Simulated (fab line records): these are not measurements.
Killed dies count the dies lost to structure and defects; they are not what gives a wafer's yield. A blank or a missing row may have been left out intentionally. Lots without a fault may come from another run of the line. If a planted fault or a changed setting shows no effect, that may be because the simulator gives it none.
Matching of chambers :: flow nandHarc :: rieDiel-04 running NHARC_A_CONTACT_ETCH_98: 4 sister chambers
The step etches the open film in C4F6/O2, target depth 20 nm, time 10 s. 21 wafers are shown with their chamber, then 10 later ones without.

== WAFERS WITH THEIR CHAMBER ==
wafer: L315.2
chamber: 0
showerheadPlenumPTorr (Torr): 3.83
drypumpMotorCurrentA (A): 5.4
rfVppV (V): 544.5

wafer: L315.3
chamber: 3
showerheadPlenumPTorr (Torr): 3.90
drypumpMotorCurrentA (A): 5.7
rfVppV (V): 546.1

wafer: L315.4
chamber: 2
showerheadPlenumPTorr (Torr): 3.88
drypumpMotorCurrentA (A): 5.7
rfVppV (V): 546.7

wafer: L318.2
chamber: 3
showerheadPlenumPTorr (Torr): 3.89
drypumpMotorCurrentA (A): 5.8
rfVppV (V): 545.3

wafer: L318.3
chamber: 2
showerheadPlenumPTorr (Torr): 3.88
drypumpMotorCurrentA (A): 5.7
rfVppV (V): 545.9

wafer: L318.6
chamber: 2
showerheadPlenumPTorr (Torr): 3.88
drypumpMotorCurrentA (A): 5.7
rfVppV (V): 547.0

wafer: L320.3
chamber: 2
showerheadPlenumPTorr (Torr): 3.88
drypumpMotorCurrentA (A): 5.7
rfVppV (V): 543.6

wafer: L320.5
chamber: 3
showerheadPlenumPTorr (Torr): 3.89
drypumpMotorCurrentA (A): 5.7
rfVppV (V): 546.5

wafer: L320.6
chamber: 2
showerheadPlenumPTorr (Torr): 3.88
drypumpMotorCurrentA (A): 5.7
rfVppV (V): 546.3

wafer: L324.3
chamber: 0
showerheadPlenumPTorr (Torr): 3.82
drypumpMotorCurrentA (A): 5.4
rfVppV (V): 545.0

wafer: L324.5
chamber: 3
showerheadPlenumPTorr (Torr): 3.89
drypumpMotorCurrentA (A): 5.7
rfVppV (V): 545.3

wafer: L324.6
chamber: 2
showerheadPlenumPTorr (Torr): 3.87
drypumpMotorCurrentA (A): 5.7
rfVppV (V): 546.0

wafer: L325.3
chamber: 3
showerheadPlenumPTorr (Torr): 3.89
drypumpMotorCurrentA (A): 5.7
rfVppV (V): 548.1

wafer: L325.5
chamber: 0
showerheadPlenumPTorr (Torr): 3.82
drypumpMotorCurrentA (A): 5.5
rfVppV (V): 544.0

wafer: L325.6
chamber: 3
showerheadPlenumPTorr (Torr): 3.89
drypumpMotorCurrentA (A): 5.7
rfVppV (V): 546.8

wafer: L326.2
chamber: 0
showerheadPlenumPTorr (Torr): 3.82
drypumpMotorCurrentA (A): 5.4
rfVppV (V): 544.2

wafer: L326.3
chamber: 3
showerheadPlenumPTorr (Torr): 3.88
drypumpMotorCurrentA (A): 5.8
rfVppV (V): 545.8

wafer: L326.6
chamber: 3
showerheadPlenumPTorr (Torr): 3.88
drypumpMotorCurrentA (A): 5.7
rfVppV (V): 546.9

wafer: L329.1
chamber: 3
showerheadPlenumPTorr (Torr): 3.88
drypumpMotorCurrentA (A): 5.7
rfVppV (V): 546.0

wafer: L329.3
chamber: 1
showerheadPlenumPTorr (Torr): 3.71
drypumpMotorCurrentA (A): 5.2
rfVppV (V): 541.9

wafer: L329.4
chamber: 2
showerheadPlenumPTorr (Torr): 3.87
drypumpMotorCurrentA (A): 5.7
rfVppV (V): 546.4

SIGNATURES (averages over the wafers above)
reading: showerheadPlenumPTorr
chamber 0: 3.8225
chamber 1: 3.7100
chamber 2: 3.8771
chamber 3: 3.8878
scatter within a chamber: 0.00581

reading: drypumpMotorCurrentA
chamber 0: 5.425
chamber 1: 5.200
chamber 2: 5.700
chamber 3: 5.722
scatter within a chamber: 0.0368

reading: rfVppV
chamber 0: 544.425
chamber 1: 541.900
chamber 2: 545.986
chamber 3: 546.311
scatter within a chamber: 0.919
Rule: a wafer lies at a distance from a chamber equal to the root of the sum of squares, over the readings, of (its reading less the chamber's mean, divided by the reading's scatter). The wafer belongs to the nearest chamber; if the next one is less than 2 further off, it can't be placed. The scatter is the square root of a quotient: the sum, over the shown wafers, of each reading's squared deviation from its chamber's mean, divided by wafers minus chambers.

== WAFERS MISSING THEIR CHAMBER ==
wafer: L327.1
showerheadPlenumPTorr (Torr): 3.87
drypumpMotorCurrentA (A): 5.7
rfVppV (V): 546.8

wafer: L327.5
showerheadPlenumPTorr (Torr): 3.71
drypumpMotorCurrentA (A): 5.2
rfVppV (V): 544.8

wafer: L327.6
showerheadPlenumPTorr (Torr): 3.87
drypumpMotorCurrentA (A): 5.7
rfVppV (V): 546.8

wafer: L328.4
showerheadPlenumPTorr (Torr): 3.87
drypumpMotorCurrentA (A): 5.7
rfVppV (V): 545.0

wafer: L328.5
showerheadPlenumPTorr (Torr): 3.88
drypumpMotorCurrentA (A): 5.7
rfVppV (V): 546.2

wafer: L328.6
showerheadPlenumPTorr (Torr): 3.87
drypumpMotorCurrentA (A): 5.7
rfVppV (V): 545.1

wafer: L332.1
showerheadPlenumPTorr (Torr): 3.81
drypumpMotorCurrentA (A): 5.5
rfVppV (V): 544.2

wafer: L337.2
showerheadPlenumPTorr (Torr): 3.70
drypumpMotorCurrentA (A): 5.2
rfVppV (V): 540.9

wafer: L337.4
showerheadPlenumPTorr (Torr): 3.81
drypumpMotorCurrentA (A): 5.5
rfVppV (V): 546.1

wafer: L337.5
showerheadPlenumPTorr (Torr): 3.81
drypumpMotorCurrentA (A): 5.5
rfVppV (V): 544.7

== EACH ONE'S CHAMBER ==
wafer: L327.1
from the rows above: can't be placed: 2 or 3
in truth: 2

wafer: L327.5
from the rows above: 1
in truth: 1

wafer: L327.6
from the rows above: can't be placed: 2 or 3
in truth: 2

wafer: L328.4
from the rows above: can't be placed: 2 or 3
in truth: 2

wafer: L328.5
from the rows above: can't be placed: 2 or 3
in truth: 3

wafer: L328.6
from the rows above: can't be placed: 2 or 3
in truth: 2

wafer: L332.1
from the rows above: 0
in truth: 0

wafer: L337.2
from the rows above: 1
in truth: 1

wafer: L337.4
from the rows above: 0
in truth: 0

wafer: L337.5
from the rows above: 0
in truth: 0
5 of 10 placed correctly. Unplaceable from these rows: 5, with the true chamber sitting among the candidates in 5. Wrongly placed: 0.
